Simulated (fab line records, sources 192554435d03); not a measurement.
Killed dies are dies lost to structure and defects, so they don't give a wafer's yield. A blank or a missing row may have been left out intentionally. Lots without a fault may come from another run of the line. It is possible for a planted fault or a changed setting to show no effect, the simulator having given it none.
Matching of chambers | flow n5Finfet | N5_BEOL_M1_CMP_52 on cmp-04: 4 sister chambers
The step polishes, stops on SiOC, t overpolish 6.8 s, target thk 40 nm. 4 wafers are shown with their chamber, then 9 later ones without.

WAFERS PAIRED WITH THEIR CHAMBERS
wafer  | chamber | motorCurrentA (A)
L084.5 | 3       | 5.6
L090.2 | 1       | 5.5
L090.3 | 0       | 6.7
L090.5 | 2       | 6.9

WAFERS WHOSE CHAMBER IS MISSING
wafer  | motorCurrentA (A)
L094.2 | 6.9
L094.3 | 5.5
L094.5 | 5.7
L095.1 | 7.1
L095.4 | 6.6
L095.6 | 7.2
L096.2 | 7.1
L096.4 | 5.6
L096.5 | 5.5

CHAMBER TAKEN BY EACH
wafer  | from the rows above     | in truth
L094.2 | can't be placed: 2 or 0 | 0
L094.3 | can't be placed: 1 or 3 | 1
L094.5 | can't be placed: 3 or 1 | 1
L095.1 | can't be placed: 2 or 0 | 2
L095.4 | can't be placed: 0 or 2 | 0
L095.6 | can't be placed: 2 or 0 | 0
L096.2 | can't be placed: 2 or 0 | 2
L096.4 | can't be placed: 3 or 1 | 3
L096.5 | can't be placed: 1 or 3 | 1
Placed correctly: 0 of 9. Unplaceable from these rows: 9, with the true chamber sitting among the candidates in 9. Number placed wrongly: 0.
How it was worked out, from the rows above alone: a wafer's distance from a chamber is the root of the sum, over the readings, of the square of ((its reading less the chamber's mean) divided by the reading's scatter). The wafer belongs to the nearest chamber; if the next one is less than 2 further off, it can't be placed. For every chamber, the mean is computed from those of its wafers that are shown. The scatter: root of mean squared gap, hidden wafer to nearest shown wafer, with one shown wafer a chamber.
